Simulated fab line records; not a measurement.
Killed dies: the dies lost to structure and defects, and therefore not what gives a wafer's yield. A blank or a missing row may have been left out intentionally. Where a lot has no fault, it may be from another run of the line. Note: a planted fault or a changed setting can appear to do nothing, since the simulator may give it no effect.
Matching of chambers || flow nand harc || NHARC_A_CHANNEL_HOLE_D1_DEP_01 on pecvd-02: 3 sister chambers
The step deposits SiON, target thk 140 nm. 15 wafers are shown with their chamber, then 7 later ones without.

WAFERS, EACH WITH ITS CHAMBER
{"wafer": "L298.2", "chamber": 0, "showerhead vpp V (V)": 1227, "heater power w (W)": 625}
{"wafer": "L298.3", "chamber": 2, "showerhead vpp V (V)": 1099, "heater power w (W)": 745}
{"wafer": "L298.4", "chamber": 0, "showerhead vpp V (V)": 1236, "heater power w (W)": 639}
{"wafer": "L301.1", "chamber": 0, "showerhead vpp V (V)": 1206, "heater power w (W)": 676}
{"wafer": "L301.4", "chamber": 1, "showerhead vpp V (V)": 1149, "heater power w (W)": 728}
{"wafer": "L301.6", "chamber": 0, "showerhead vpp V (V)": 1216, "heater power w (W)": 667}
{"wafer": "L304.3", "chamber": 1, "showerhead vpp V (V)": 1105, "heater power w (W)": 696}
{"wafer": "L304.4", "chamber": 1, "showerhead vpp V (V)": 1147, "heater power w (W)": 702}
{"wafer": "L304.6", "chamber": 0, "showerhead vpp V (V)": 1216, "heater power w (W)": 714}
{"wafer": "L306.2", "chamber": 2, "showerhead vpp V (V)": 1126, "heater power w (W)": 822}
{"wafer": "L306.5", "chamber": 2, "showerhead vpp V (V)": 1089, "heater power w (W)": 806}
{"wafer": "L306.6", "chamber": 1, "showerhead vpp V (V)": 1136, "heater power w (W)": 713}
{"wafer": "L305.2", "chamber": 1, "showerhead vpp V (V)": 1118, "heater power w (W)": 708}
{"wafer": "L305.4", "chamber": 1, "showerhead vpp V (V)": 1131, "heater power w (W)": 726}
{"wafer": "L305.5", "chamber": 0, "showerhead vpp V (V)": 1196, "heater power w (W)": 652}

SIGNATURES (averages over the wafers above)
{"reading": "showerhead vpp V", "chamber 0": 1216.17, "chamber 1": 1131.00, "chamber 2": 1104.67, "scatter within a chamber": 16.3}
{"reading": "heater power w", "chamber 0": 662.17, "chamber 1": 712.17, "chamber 2": 791.00, "scatter within a chamber": 27.5}
Rule: a wafer lies at a distance from a chamber equal to the root of the sum of squares, over the readings, of (its reading less the chamber's mean, divided by the reading's scatter). The wafer belongs to the nearest chamber; if the next one is less than 2 further off, it can't be placed. The scatter: take each reading less its chamber's mean, square it, sum over the shown wafers, divide by the number of wafers less the number of chambers, and take the root.

WAFERS WITH NO CHAMBER GIVEN
{"wafer": "L318.4", "showerhead vpp V (V)": 1151, "heater power w (W)": 732}
{"wafer": "L318.6", "showerhead vpp V (V)": 1194, "heater power w (W)": 612}
{"wafer": "L319.4", "showerhead vpp V (V)": 1116, "heater power w (W)": 834}
{"wafer": "L319.6", "showerhead vpp V (V)": 1199, "heater power w (W)": 696}
{"wafer": "L320.1", "showerhead vpp V (V)": 1186, "heater power w (W)": 694}
{"wafer": "L320.4", "showerhead vpp V (V)": 1113, "heater power w (W)": 699}
{"wafer": "L320.6", "showerhead vpp V (V)": 1107, "heater power w (W)": 706}

WHICH CHAMBER EACH WENT THROUGH
{"wafer": "L318.4", "from the rows above": 1, "in truth": 1}
{"wafer": "L318.6", "from the rows above": 0, "in truth": 0}
{"wafer": "L319.4", "from the rows above": 2, "in truth": 2}
{"wafer": "L319.6", "from the rows above": 0, "in truth": 0}
{"wafer": "L320.1", "from the rows above": "can't be placed: 0 or 1", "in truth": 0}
{"wafer": "L320.4", "from the rows above": 1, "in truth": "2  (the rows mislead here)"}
{"wafer": "L320.6", "from the rows above": "can't be placed: 1 or 2", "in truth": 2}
Correct placement for 4 of the 7. These rows do not allow placing 2 (true chamber among the candidates in 2). Placed wrongly: 1.
